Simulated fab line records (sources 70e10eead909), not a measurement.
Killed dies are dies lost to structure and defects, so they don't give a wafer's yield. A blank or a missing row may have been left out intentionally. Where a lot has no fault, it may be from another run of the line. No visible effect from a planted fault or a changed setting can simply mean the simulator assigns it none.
Which tool was responsible? | flow nand_harc | Sampling: 12 lots, 36 wafers, 4 of 1302 route steps

== WHAT EACH GAUGE READ, for each wafer ==
NHARC_A_ONON_D1_THK_MEAS_34: measures by ellipsometry.
lot  | measured     | on            | thk_nm (nm)
L075 | day 8 17:08  | film_metro-01 | 198.5 197.5 199.8
L077 | day 9 05:46  | film_metro-01 | 197.0 201.8 203.7
L079 | day 10 08:33 | film_metro-01 | 194.8 196.3 201.6
L081 | day 11 15:08 | film_metro-02 | 197.8 199.9 200.3
L083 | day 12 05:19 | film_metro-02 | 197.5 202.8 199.5
L085 | day 12 21:49 | film_metro-02 | 199.9 199.7 202.6
L087 | day 13 17:11 | film_metro-02 | 201.7 198.9 200.2
L089 | day 14 19:47 | film_metro-02 | 198.4 199.6 200.0
L091 | day 15 06:20 | film_metro-02 | 199.1 196.5 201.0
L094 | day 16 09:29 | film_metro-01 | 195.2 201.3 198.9
L095 | day 16 23:53 | film_metro-01 | 196.7 196.9 198.3
L096 | day 18 04:28 | film_metro-01 | 198.0 200.5 200.8

== TOOL THAT RAN EACH LOT (tool first, then ch and the chambers of the sampled wafers, then the start) ==
lot  | NHARC_P_BONDPAD_DESCUM_11          | NHARC_P_BONDPAD_PVD_17                  | NHARC_P_BONDPAD_ANNEAL_28
L075 | rie_diel-10 ch 0,1,2, day 7 02:34  | pvd_sputter-02, day 7 04:14 or earlier  | rtp_anneal-01 ch 0, day 7 04:14
L077 | rie_diel-13 ch 1,2,3, day 7 18:23  | pvd_sputter-02, day 7 20:06 or earlier  | rtp_anneal-02 ch 0, day 7 20:06
L079 | rie_diel-13 ch 2,3, day 8 17:29    | pvd_sputter-01, day 8 19:10 or earlier  | rtp_anneal-02 ch 0, day 8 19:10
L081 | rie_diel-10 ch 1,2,3, day 9 18:57  | pvd_sputter-02, day 9 20:46 or earlier  | rtp_anneal-02 ch 0, day 9 20:46
L083 | rie_diel-10 ch 0,1,2, day 10 14:28 | pvd_sputter-02, day 10 16:10 or earlier | rtp_anneal-01 ch 0, day 10 16:10
L085 | rie_diel-12 ch 0,2,3, day 11 05:53 | pvd_sputter-03, day 11 07:33 or earlier | rtp_anneal-01 ch 0, day 11 07:33
L087 | rie_diel-13 ch 0,1,2, day 12 04:46 | pvd_sputter-01, day 12 06:35 or earlier | rtp_anneal-01 ch 0, day 12 06:35
L089 | rie_diel-12 ch 1,2, day 13 00:31   | pvd_sputter-01, day 13 02:26 or earlier | rtp_anneal-02 ch 0, day 13 02:26
L091 | rie_diel-10 ch 0,1,3, day 13 13:44 | pvd_sputter-01, day 13 15:26 or earlier | rtp_anneal-02 ch 0, day 13 15:26
L094 | rie_diel-10 ch 1,2,3, day 14 17:03 | pvd_sputter-02, day 14 18:46 or earlier | rtp_anneal-01 ch 0, day 14 18:46
L095 | rie_diel-12 ch 2,3, day 15 06:16   | pvd_sputter-02, day 15 08:08 or earlier | rtp_anneal-02 ch 0, day 15 08:08
L096 | rie_diel-12 ch 1,2,3, day 16 13:20 | pvd_sputter-01, day 16 15:03 or earlier | rtp_anneal-02 ch 0, day 16 15:03
- NHARC_P_BONDPAD_DESCUM_11: chemistry O2, time 3 s.
- NHARC_P_BONDPAD_PVD_17: deposits TaN, target thk 5 nm, time 8.06 s.
- NHARC_P_BONDPAD_ANNEAL_28: time 90 s.

== THE ANSWER, worked out from the rows above alone ==
Rule: the usual values come from the lots themselves. Put in order of their means at a reading, lots are off if they are a third of the lots or fewer, leave a main group of 4 or more, and stand apart from it by a gap of 3 or more times the standard deviation of the main group's means; of several such gaps the widest counts. If all means in a main group match to the digits the tables above print for the reading, that group is not used. Also off: a lot with no number at a reading for which 4 or more lots have one. Any other lot the step has rows for is counted as sound.
Nothing can be told from this: no lot is off at any reading shown.

== WHAT HAD BEEN PUT IN BY THE SIMULATOR ==
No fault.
